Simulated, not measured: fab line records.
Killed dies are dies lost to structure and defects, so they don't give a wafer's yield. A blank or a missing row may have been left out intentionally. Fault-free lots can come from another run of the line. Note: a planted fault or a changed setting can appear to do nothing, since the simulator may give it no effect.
Matching of chambers ; flow n5_finfet ; 4 sister chambers for N5_BEOL_M10_DESCUM_16 on rie_diel-01
The step chemistry O2, time 7.9 s. 16 wafers are shown with their chamber, then 8 later ones without.

== WAFERS PAIRED WITH THEIR CHAMBERS ==
wafer;chamber;showerhead_plenum_p_Torr (Torr);drypump_motor_current_A (A);oes_product_au (a.u.)
L074.2;0;2.20;5.7;0.82
L074.5;3;2.09;5.6;0.75
L074.6;2;2.03;6.2;0.82
L078.1;3;2.08;5.6;0.74
L078.3;1;2.11;5.7;0.80
L078.5;2;2.02;6.2;0.81
L084.1;1;2.10;5.8;0.78
L084.2;2;2.02;6.2;0.80
L084.4;1;2.10;5.7;0.79
L085.2;2;2.01;6.2;0.79
L085.3;0;2.19;5.8;0.81
L085.6;2;2.01;6.2;0.79
L090.1;1;2.10;5.8;0.77
L090.4;0;2.19;5.7;0.79
L090.5;3;2.07;5.6;0.71
L093.1;1;2.10;5.8;0.76

SIGNATURES (means of the wafers above)
reading;chamber 0;chamber 1;chamber 2;chamber 3;scatter within a chamber
showerhead_plenum_p_Torr;2.1933;2.1020;2.0180;2.0800;0.00723
drypump_motor_current_A;5.733;5.760;6.200;5.600;0.0394
oes_product_au;0.8067;0.7800;0.8020;0.7333;0.0158
Rule: for each reading, subtract the chamber's mean from the wafer's reading, divide by that reading's scatter and square the result; add these up over the readings and take the root, which gives the wafer's distance from the chamber. The wafer belongs to the nearest chamber; if the next one is less than 2 further off, it can't be placed. The scatter: take each reading less its chamber's mean, square it, sum over the shown wafers, divide by the number of wafers less the number of chambers, and take the root.

== WAFERS MISSING THEIR CHAMBER ==
wafer;showerhead_plenum_p_Torr (Torr);drypump_motor_current_A (A);oes_product_au (a.u.)
L093.3;2.07;5.6;0.70
L093.5;2.07;5.6;0.70
L096.1;2.18;5.7;0.78
L096.2;2.07;5.6;0.71
L096.3;2.09;5.7;0.74
L097.4;2.18;5.7;0.77
L097.5;2.09;5.8;0.75
L097.6;2.07;5.6;0.70

== EACH ONE'S CHAMBER ==
wafer;from the rows above;in truth
L093.3;3;3
L093.5;3;3
L096.1;0;0
L096.2;3;3
L096.3;can't be placed: 3 or 1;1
L097.4;0;0
L097.5;1;1
L097.6;3;3
Correct placement for 7 of the 8. Can't be placed from these rows: 1 (the true chamber is among the candidates in 1). Number placed wrongly: 0.
